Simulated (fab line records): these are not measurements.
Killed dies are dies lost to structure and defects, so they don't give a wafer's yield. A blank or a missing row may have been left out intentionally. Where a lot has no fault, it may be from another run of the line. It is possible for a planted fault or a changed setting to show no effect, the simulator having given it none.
fab line records	flow nandHarc
[record] lots = 6	wafers = 18	lastDay = 33
route steps=1302 shown A_ONON_D1@428 END@1302
lots that met no fault: from a run of the same line without faults
startH: hours from the record's first day to the start of the lot's first wafer shown	waitH: hours elapsed since this lot's preceding step	" as in the row above	L1.1+2: several wafers, shown together as one row	- either no value or no given start	* or withheld: withheld	< > ~ a bound
route shown NAME@n: NAME is a module with steps in the file, n the number in the route of the first one	usual: mean/standard deviation of fault-free wafers	same: alike in all rows	chamber/n: place in a boat	sites: the reading at each site	_std_site: standard deviation across them	_edge_site: inner sites' mean taken away from outer sites' mean	radiusMm: for every site, how far away it sits from the centre of the wafer	mask NAME#n: copy n	behind: tool/chamber where the wafer was last shaped	hold: the reason the lot was held/the length of the hold in hours/how it ended	device: the n, p or np transistor that did not switch	end of line: the tests these same wafers got at the end of their route	step lacking rows: just its recipe	killed: at the first sort, the dies lost to defects and structure; wafer yield is something else	map: a wafer's dies, marking killed ones x, the rest . and places with no die _
set.NAME: setting as actually run; set.NAME@STEP: the setting as run at that earlier step	model.NAME: the simulator's own value behind a step, which no gauge read
certain route steps with their lots: each step a table, each wafer a row
services: the hour from which a tool's chamber was out of use, counted from the record's first day as startH (under 0 if before that day), plus the number of hours and why
[[steps]]
[step NHARC_A_ONON_D1_DEP_06]
[recipe] targetThkA = 10000	n2FlowSccm = 2750	n2oFlowSccm = 2000	nh3FlowSccm = 500	sih4FlowSccm = 210	tempC = 400
[step NHARC_A_ONON_D1_THK_MEAS_08]
[recipe] thkMeasGauge = ellipsometry
[usual] thkNm = 1001/11
lot.wafer	tool	chamber	startH	waitH	thkNm
L220.1	filmMetro-02	-	209.02	-	1002
L220.3	"	-	"	"	1001
L220.6	"	-	"	"	1003
L221.1	filmMetro-02	-	228.57	-	1005
L221.2	"	-	"	"	1006
L221.3	"	-	"	"	1005
L229.2	filmMetro-02	-	317.43	-	968
L229.3	"	-	"	"	969
L229.4	"	-	"	"	967
L231.2	filmMetro-02	-	333.70	-	1003
L231.3	"	-	"	"	1004
L231.6	"	-	"	"	1004
L232.4	filmMetro-02	-	342.43	-	1010
L232.5	"	-	"	"	1010
L232.6	"	-	"	"	1012
L238.1	filmMetro-01	-	387.89	-	1004
L238.3	"	-	"	"	1003
L238.4	"	-	"	"	1004
[step NHARC_A_ONON_D1_DEP_09]
[recipe] targetThkA = 10000	n2FlowSccm = 2750	n2oFlowSccm = 2000	nh3FlowSccm = 500	sih4FlowSccm = 210	tempC = 400
[step NHARC_A_ONON_D1_THK_MEAS_11]
[recipe] thkMeasGauge = ellipsometry
[usual] thkNm = 1002/8.9
lot.wafer	tool	chamber	startH	waitH	thkNm
L220.1	filmMetro-02	-	209.58	-	1012
L220.3	"	-	"	"	1012
L220.6	"	-	"	"	1013
L221.1	filmMetro-01	-	229.13	-	1001
L221.2	"	-	"	"	1001
L221.3	"	-	"	"	1002
L229.2	filmMetro-01	-	318.00	-	1009
L229.3	"	-	"	"	1006
L229.4	"	-	"	"	1007
L231.2	filmMetro-02	-	334.27	-	994
L231.3	"	-	"	"	993
L231.6	"	-	"	"	994
L232.4	filmMetro-01	-	343.00	-	1009
L232.5	"	-	"	"	1010
L232.6	"	-	"	"	1012
L238.1	filmMetro-01	-	388.45	-	1012
L238.3	"	-	"	"	1008
L238.4	"	-	"	"	1011
[step NHARC_A_ONON_D1_DEP_12]
[recipe] targetThkA = 10000	n2FlowSccm = 2750	n2oFlowSccm = 2000	nh3FlowSccm = 500	sih4FlowSccm = 210	tempC = 400
[step NHARC_A_ONON_D1_THK_MEAS_14]
[recipe] thkMeasGauge = ellipsometry
[usual] thkNm = 999/11
lot.wafer	tool	chamber	startH	waitH	thkNm
L220.1	filmMetro-01	-	210.15	-	1011
L220.3	"	-	"	"	1010
L220.6	"	-	"	"	1008
L221.1	filmMetro-01	-	229.70	-	1002
L221.2	"	-	"	"	1002
L221.3	"	-	"	"	1002
L229.2	filmMetro-01	-	318.55	-	984
L229.3	"	-	"	"	983
L229.4	"	-	"	"	982
L231.2	filmMetro-02	-	334.83	-	1018
L231.3	"	-	"	"	1019
L231.6	"	-	"	"	1020
L232.4	filmMetro-02	-	343.57	-	1002
L232.5	"	-	"	"	1003
L232.6	"	-	"	"	1004
L238.1	filmMetro-01	-	389.02	-	990
L238.3	"	-	"	"	993
L238.4	"	-	"	"	992
[step NHARC_A_ONON_D1_ANNEAL_15]
[recipe] tempC = 750	timeS = 3600
[step NHARC_A_ONON_D1_DEP_16]
[recipe] targetThkA = 10000	n2FlowSccm = 2750	n2oFlowSccm = 2000	nh3FlowSccm = 500	sih4FlowSccm = 210	tempC = 400
[step NHARC_A_ONON_D1_THK_MEAS_18]
[recipe] thkMeasGauge = ellipsometry
[usual] thkNm = 998/8.3
lot.wafer	tool	chamber	startH	waitH	thkNm
L220.1	filmMetro-02	-	217.90	-	995
L220.3	"	-	"	"	997
L220.6	"	-	"	"	996
L221.1	filmMetro-01	-	238.89	-	1013
L221.2	"	-	"	"	1011
L221.3	"	-	"	"	1009
L229.2	filmMetro-01	-	327.48	-	1006
L229.3	"	-	"	"	1004
L229.4	"	-	"	"	1005
L231.2	filmMetro-02	-	344.30	-	1005
L231.3	"	-	"	"	1008
L231.6	"	-	"	"	1007
L232.4	filmMetro-01	-	352.85	-	996
L232.5	"	-	"	"	999
L232.6	"	-	"	"	997
L238.1	filmMetro-02	-	397.06	-	993
L238.3	"	-	"	"	992
L238.4	"	-	"	"	992
[step NHARC_A_ONON_D1_DEP_19]
[recipe] targetThkA = 10000	n2FlowSccm = 2750	n2oFlowSccm = 2000	nh3FlowSccm = 500	sih4FlowSccm = 210	tempC = 400
[step NHARC_A_ONON_D1_THK_MEAS_21]
[recipe] thkMeasGauge = ellipsometry
[usual] thkNm = 998/7.5
lot.wafer	tool	chamber	startH	waitH	thkNm
L220.1	filmMetro-01	-	218.47	-	993
L220.3	"	-	"	"	991
L220.6	"	-	"	"	994
L221.1	filmMetro-01	-	239.45	-	1002
L221.2	"	-	"	"	1001
L221.3	"	-	"	"	1000
L229.2	filmMetro-02	-	328.05	-	1008
L229.3	"	-	"	"	1008
L229.4	"	-	"	"	1009
L231.2	filmMetro-01	-	344.87	-	1006
L231.3	"	-	"	"	1010
L231.6	"	-	"	"	1011
L232.4	filmMetro-01	-	353.42	-	986
L232.5	"	-	"	"	986
L232.6	"	-	"	"	987
L238.1	filmMetro-01	-	397.63	-	991
L238.3	"	-	"	"	988
L238.4	"	-	"	"	989
[step NHARC_A_ONON_D1_DEP_22]
[recipe] targetThkA = 10000	n2FlowSccm = 2750	n2oFlowSccm = 2000	nh3FlowSccm = 500	sih4FlowSccm = 210	tempC = 400
lot.wafer	tool	chamber	startH	waitH
L220.1+3+6	pecvdOnon-02	0	218.53	0.1
L221.1+2+3	pecvdOnon-04	0	239.51	0.1
L229.2+3+4	pecvdOnon-02	0	328.16	0.1
L231.2+3+6	pecvdOnon-02	0	344.99	0.1
L232.4+5+6	pecvdOnon-01	0	353.65	0.2
L238.1+3+4	pecvdOnon-01	0	397.68	0.1
[step NHARC_A_ONON_D1_THK_MEAS_24]
[recipe] thkMeasGauge = ellipsometry
[usual] thkNm = 1002/11
lot.wafer	tool	chamber	startH	waitH	thkNm
L220.1	filmMetro-01	-	219.04	-	1006
L220.3	"	-	"	"	1005
L220.6	"	-	"	"	1006
L221.1	filmMetro-02	-	240.03	-	1003
L221.2	"	-	"	"	1004
L221.3	"	-	"	"	1005
L229.2	filmMetro-02	-	328.62	-	576
L229.3	"	-	"	"	577
L229.4	"	-	"	"	577
L231.2	filmMetro-01	-	345.43	-	576
L231.3	"	-	"	"	575
L231.6	"	-	"	"	575
L232.4	filmMetro-01	-	353.99	-	1010
L232.5	"	-	"	"	1010
L232.6	"	-	"	"	1011
L238.1	filmMetro-02	-	398.20	-	1023
L238.3	"	-	"	"	1021
L238.4	"	-	"	"	1022
[step NHARC_A_ONON_D1_DEP_25]
[recipe] targetThkA = 10000	n2FlowSccm = 2750	n2oFlowSccm = 2000	nh3FlowSccm = 500	sih4FlowSccm = 210	tempC = 400
[step NHARC_END_SORT_01]
[recipe] tempC = 25
[usual] killedAtArray = 57/18	killedAtOther = 0.8/1	killedAtPeriphery = 3.9/2.8	killedDies = 62/18	killedOpen = 3.4/1.8	killedShort = 2.2/1.6
[same] grossDies = 677
lot.wafer	tool	chamber	startH	waitH	killedAtArray	killedAtOther	killedAtPeriphery	killedDies	killedOpen	killedShort
L221.1	prober-01	0	630.16	2.5	55	1	2	58	5	2
L221.2	prober-01	0	630.96	2.8	55	0	1	56	3	1
L221.3	prober-01	0	631.77	3.1	58	0	4	62	5	1
L229.2	prober-01	0	705.66	2.8	676	0	1	677	1	2
L229.3	prober-01	0	706.45	3.1	672	0	5	677	4	0
L229.4	prober-01	0	707.24	3.4	674	0	3	677	6	4
L231.2	prober-01	0	741.79	2.8	675	2	0	677	2	0
L231.3	prober-01	0	742.60	3.1	676	1	0	677	1	1
L231.6	prober-01	0	745.02	4.0	673	2	2	677	6	5
L232.4	prober-02	0	751.25	3.3	38	0	6	44	4	3
L232.5	prober-02	0	752.04	3.6	36	0	7	43	3	2
L232.6	prober-02	0	752.82	3.9	41	4	8	53	4	1
L238.1	prober-02	0	794.12	2.5	77	4	3	84	5	2
L238.3	prober-02	0	795.70	3.1	79	1	4	84	3	2
L238.4	prober-02	0	796.49	3.4	89	1	3	93	2	1
// killed by level:class
L221.1 A_CHANNEL_HOLE_D2:chamberFilmFlake=23 A_CHANNEL_HOLE_D1:chamberFilmFlake=18 A_CONTACT:chamberFilmFlake=3 A_CONTACT:geometricParticle:open=2 A_SLIT:chamberFilmFlake=2 P_CONTACT:geometricParticle:open=1 A_CHANNEL_FILL_D1:geometricParticle:short=1 A_WL_FILL:geometricParticle:open=1
L221.2 A_CHANNEL_HOLE_D2:chamberFilmFlake=25 A_CHANNEL_HOLE_D1:chamberFilmFlake=22 A_STAIRCASE:chamberFilmFlake=3 P_M1:geometricParticle:open=1 A_DECK1_JOINT:geometricParticle:short=1 A_CHANNEL_HOLE_D2:geometricParticle:open=1 A_M0:geometricParticle:open=1 A_ZERO_WELL:chamberFilmFlake=1
L221.3 A_CHANNEL_HOLE_D1:chamberFilmFlake=27 A_CHANNEL_HOLE_D2:chamberFilmFlake=22 A_STAIRCASE:chamberFilmFlake=4 P_M0:geometricParticle:open=1 P_M1:geometricParticle:open=1 A_CHANNEL_FILL_D1:geometricParticle:open=1 A_CHANNEL_HOLE_D2:geometricParticle:short=1 A_CHANNEL_HOLE_D2:geometricParticle:open=1
L229.2 A_ONON_D1:areaDep=625 A_CHANNEL_HOLE_D1:chamberFilmFlake=31 A_CHANNEL_HOLE_D2:chamberFilmFlake=11 A_SLIT:chamberFilmFlake=4 P_STI:geometricParticle:open=1 A_DECK1_JOINT:geometricParticle:short=1 A_CHANNEL_FILL_D2:geometricParticle:short=1 A_CHANNEL_FILL_D1:chamberFilmFlake=1
L229.3 A_ONON_D1:areaDep=600 A_CHANNEL_HOLE_D1:chamberFilmFlake=39 A_CHANNEL_HOLE_D2:chamberFilmFlake=18 A_SLIT:chamberFilmFlake=4 A_CONTACT:chamberFilmFlake=4 A_STAIRCASE:chamberFilmFlake=3 P_ZERO_WELL:chamberFilmFlake=2 P_CONTACT:geometricParticle:open=1
L229.4 A_ONON_D1:areaDep=602 A_CHANNEL_HOLE_D1:chamberFilmFlake=34 A_CHANNEL_HOLE_D2:chamberFilmFlake=18 A_SLIT:chamberFilmFlake=6 A_WL_FILL:geometricParticle:open=3 A_CONTACT:chamberFilmFlake=3 P_GATE:geometricParticle:open=1 P_GATE:geometricParticle:short=1
L231.2 A_ONON_D1:areaDep=612 A_CHANNEL_HOLE_D2:chamberFilmFlake=29 A_SLIT:chamberFilmFlake=21 A_CHANNEL_HOLE_D1:chamberFilmFlake=4 A_STAIRCASE:chamberFilmFlake=2 A_SGD_CUT:chamberFilmFlake=2 THIN_TSV:chamberFilmFlake=2 A_CHANNEL_FILL_D1:geometricParticle:open=1
L231.3 A_ONON_D1:areaDep=604 A_SLIT:chamberFilmFlake=39 A_CHANNEL_HOLE_D2:chamberFilmFlake=16 A_CHANNEL_HOLE_D1:chamberFilmFlake=5 A_CONTACT:chamberFilmFlake=5 A_SGD_CUT:chamberFilmFlake=3 A_CHANNEL_FILL_D1:geometricParticle:short=1 A_CONTACT:geometricParticle:open=1
L231.6 A_ONON_D1:areaDep=610 A_SLIT:chamberFilmFlake=27 A_CHANNEL_HOLE_D2:chamberFilmFlake=16 A_CHANNEL_HOLE_D1:chamberFilmFlake=5 A_CONTACT:chamberFilmFlake=3 A_BLC:geometricParticle:open=2 P_M0:geometricParticle:open=1 A_CHANNEL_HOLE_D2:geometricParticle:short=1
L232.4 A_CHANNEL_HOLE_D1:chamberFilmFlake=16 A_CONTACT:chamberFilmFlake=4 A_STAIRCASE:chamberFilmFlake=3 A_SLIT:chamberFilmFlake=3 A_M1:chamberFilmFlake=3 P_STI:chamberFilmFlake=2 P_M1:chamberFilmFlake=2 A_DECK1_JOINT:chamberFilmFlake=2
L232.5 A_CHANNEL_HOLE_D1:chamberFilmFlake=11 A_CONTACT:chamberFilmFlake=6 P_M1:chamberFilmFlake=5 A_STAIRCASE:chamberFilmFlake=4 A_SLIT:chamberFilmFlake=4 A_WL_FILL:geometricParticle:open=2 A_CHANNEL_FILL_D1:chamberFilmFlake=2 A_SGD_CUT:chamberFilmFlake=2
L232.6 A_CHANNEL_HOLE_D1:chamberFilmFlake=11 A_SLIT:chamberFilmFlake=7 A_CONTACT:chamberFilmFlake=7 P_GATE:chamberFilmFlake=5 THIN_TSV:chamberFilmFlake=4 A_STAIRCASE:chamberFilmFlake=3 A_WL_FILL:geometricParticle:open=2 P_STI:chamberFilmFlake=2
L238.1 A_SLIT:chamberFilmFlake=24 A_CHANNEL_HOLE_D2:chamberFilmFlake=19 A_CHANNEL_HOLE_D1:chamberFilmFlake=9 A_CONTACT:chamberFilmFlake=7 A_CHANNEL_FILL_D2:chamberFilmFlake=4 THIN_TSV:chamberFilmFlake=4 A_CHANNEL_FILL_D1:chamberFilmFlake=3 A_STAIRCASE:chamberFilmFlake=3
L238.3 A_CHANNEL_HOLE_D2:chamberFilmFlake=32 A_SLIT:chamberFilmFlake=17 A_CHANNEL_HOLE_D1:chamberFilmFlake=12 A_CONTACT:chamberFilmFlake=7 A_STAIRCASE:chamberFilmFlake=3 P_ZERO_WELL:chamberFilmFlake=2 P_CONTACT:geometricParticle:open=1 A_CHANNEL_FILL_D1:geometricParticle:open=1
L238.4 A_SLIT:chamberFilmFlake=36 A_CHANNEL_HOLE_D2:chamberFilmFlake=23 A_CHANNEL_HOLE_D1:chamberFilmFlake=9 A_CONTACT:chamberFilmFlake=5 A_CHANNEL_FILL_D2:chamberFilmFlake=4 A_CHANNEL_FILL_D1:chamberFilmFlake=3 A_STAIRCASE:chamberFilmFlake=3 A_ZERO_WELL:chamberFilmFlake=2
// map L229.2 (x killed, . not)
____________x____________
_________xxxxxxx_________
_______xxxxxxxxxxx_______
______xxxxxxxxxxxxx______
_____xxxxxxxxxxxxxxx_____
____xxxxxxxxxxxxxxxxx____
____xxxxxxxxxxxxxxxxx____
___xxxxxxxxxxxxxxxxxxx___
___xxxxxxxxxxxxxxxxxxx___
__xxxxxxxxxxxxxxxxxxxxx__
__xxxxxxxxxxxxxxxxxxxxx__
_xxxxxxxxxxxxxxxxxxxxxxx_
_xxxxxxxxxxxxxxxxxxxxxxx_
_xxxxxxxxxxxxxxxxxxxxxxx_
_xxxxxxxxxxxxxxxxxxxxxxx_
_xxxxxxxxxxxxxxxxxxxxxxx_
xxxxxxxxxxxxxxxxxxxxxxxxx
xxxxxxxxxxxxxxxxxxxxxxxxx
xxxxxxxxxxxxxxxxxxxxxxxxx
xxxxxxxxxxxxxxxxxxxxxxxxx
xxxxxxxxxxxxxxxxxxxxxxxxx
_xxxxxxxxxxxxxxxxxxxxxxx_
_xxxxxxxxxxxxxxxxxxxxxxx_
_xxxxxxxxxxxxxxxxxxxxxxx_
_xxxxxxxxxxxxxxxxxxxxxxx_
_xxxxxxxxxxxxxxxxxxxxxxx_
__xxxxxxxxxxxxxxxxxxxxx__
__xxxxxxxxxxxxxxxxxxxxx__
___xxxxxxxxxxxxxxxxxxx___
___xxxxxxxxxxxxxxxxxxx___
____xxxxxxxxxxxxxxxxx____
____xxxxxxxxxxxxxxxxx____
_____xxxxxxxxxxxxxxx_____
______xxxxxxxxxxxxx______
_______xxxxxxxxxxx_______
_________xxxxxxx_________
____________x____________
// map L231.2 (x killed, . not)
____________x____________
_________xxxxxxx_________
_______xxxxxxxxxxx_______
______xxxxxxxxxxxxx______
_____xxxxxxxxxxxxxxx_____
____xxxxxxxxxxxxxxxxx____
____xxxxxxxxxxxxxxxxx____
___xxxxxxxxxxxxxxxxxxx___
___xxxxxxxxxxxxxxxxxxx___
__xxxxxxxxxxxxxxxxxxxxx__
__xxxxxxxxxxxxxxxxxxxxx__
_xxxxxxxxxxxxxxxxxxxxxxx_
_xxxxxxxxxxxxxxxxxxxxxxx_
_xxxxxxxxxxxxxxxxxxxxxxx_
_xxxxxxxxxxxxxxxxxxxxxxx_
_xxxxxxxxxxxxxxxxxxxxxxx_
xxxxxxxxxxxxxxxxxxxxxxxxx
xxxxxxxxxxxxxxxxxxxxxxxxx
xxxxxxxxxxxxxxxxxxxxxxxxx
xxxxxxxxxxxxxxxxxxxxxxxxx
xxxxxxxxxxxxxxxxxxxxxxxxx
_xxxxxxxxxxxxxxxxxxxxxxx_
_xxxxxxxxxxxxxxxxxxxxxxx_
_xxxxxxxxxxxxxxxxxxxxxxx_
_xxxxxxxxxxxxxxxxxxxxxxx_
_xxxxxxxxxxxxxxxxxxxxxxx_
__xxxxxxxxxxxxxxxxxxxxx__
__xxxxxxxxxxxxxxxxxxxxx__
___xxxxxxxxxxxxxxxxxxx___
___xxxxxxxxxxxxxxxxxxx___
____xxxxxxxxxxxxxxxxx____
____xxxxxxxxxxxxxxxxx____
_____xxxxxxxxxxxxxxx_____
______xxxxxxxxxxxxx______
_______xxxxxxxxxxx_______
_________xxxxxxx_________
____________x____________
[[services]]
tool	chamber	startH	hours	kind
pecvdOnon-01	-	201.38	5.0	repair
pecvdOnon-02	-	207.18	1.4	repair
pecvdOnon-01	-	269.00	13.0	pm
pecvdOnon-04	-	311.23	13.0	pm
pecvdOnon-02	-	366.00	13.0	pm
[[key]]
[firstSign] step = NHARC_A_ONON_D1_THK_MEAS_24	reading = thkNm	direction = down	sigmas = 39	usual = 1002	struck = 576
[effect] step = NHARC_END_SORT_01	reading = killedDies	direction = up	sigmas = 34	usual = 62	struck = 677
[moreKillsBornAt] NHARC_A_ONON_D1_DEP_22@pecvdOnon-02 = 3653
metAt NHARC_A_ONON_D1_DEP_22
struckWafers L229.2,L229.3,L229.4,L231.2,L231.3,L231.6
laterRowsLeftOut L229.2,L229.3,L229.4,L231.2,L231.3,L231.6
testerLeftOut L229,L231
onsetBetween 218.53 328.16
[fault] kind = processParameterDrift	tool = pecvdOnon-02	chamber = 0	onsetH = 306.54	steps = NHARC_A_ONON_D1_DEP_22	channel = targetThkA	offset = *	shape = step	endH = 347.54	actsIn = *	stated = *
// testerLeftOut: of these lots the tester's yield and bins aren't shown, on N5 and GAA mostly nor the transistor test; their killed dies are dies lost to structure and defects alone, not to doping, threshold or leakage, so they don't give the yield
// laterRowsLeftOut: the simulator's readings of these wafers behind a module that went badly wrong aren't trusted and aren't shown, but for the sort
